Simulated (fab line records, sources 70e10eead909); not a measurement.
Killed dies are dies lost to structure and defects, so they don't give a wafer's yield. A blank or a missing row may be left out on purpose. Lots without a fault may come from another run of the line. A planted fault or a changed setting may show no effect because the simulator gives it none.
Which tool did it? | flow nand_harc | 12 lots, 36 wafers sampled, at 1 step of a route of 1302

WHAT THE GAUGES READ, wafer by wafer
NHARC_A_CONTACT_OVL_MEAS_43.
lot  | measured     | on         | overlay_x_nm (nm)
L075 | day 21 22:57 | overlay-01 | 0.3 0.8 0.3
L077 | day 22 02:10 | overlay-01 | 0.3 0.9 0.3
L079 | day 23 01:08 | overlay-01 | -0.3 -0.7 -1.0
L081 | day 24 16:56 | overlay-02 | 1.7 1.4 1.8
L082 | day 25 15:31 | overlay-01 | 0.3 0.8 0.1
L085 | day 26 01:22 | overlay-01 | -0.9 -1.4 -0.9
L087 | day 27 05:28 | overlay-02 | -0.4 -0.5 -1.1
L091 | day 27 19:22 | overlay-02 | -0.9 -0.9 -1.2
L090 | day 28 02:47 | overlay-02 | -1.5 -1.6 -1.2
L094 | day 29 03:55 | overlay-02 | 0.1 0.8 1.0
L095 | day 30 02:24 | overlay-01 | 1.1 1.0 0.8
L096 | day 31 13:44 | overlay-02 | 0.1 0.8 1.0

WHICH TOOL RAN EACH LOT (tool, then ch and the chambers of the sampled wafers, then the start)
The record holds no process step before these readings.

THE ANSWER, worked out from the rows above alone
Rule: what is usual is taken from the lots themselves. Put in order of their means at a reading, lots are off if they are a third of the lots or fewer, leave a main group of 4 or more, and stand apart from it by a gap of 3 or more times the standard deviation of the main group's means; of several such gaps the widest counts. A main group whose means are all the same, to the digits that the tables above print for the reading, isn't used. A lot without any number at a reading at which 4 lots or more have one is off too. The other lots that the step has rows for count as sound.
No lot is off at any reading shown: from this, nothing can be told.

WHAT THE SIMULATOR HAD PUT IN
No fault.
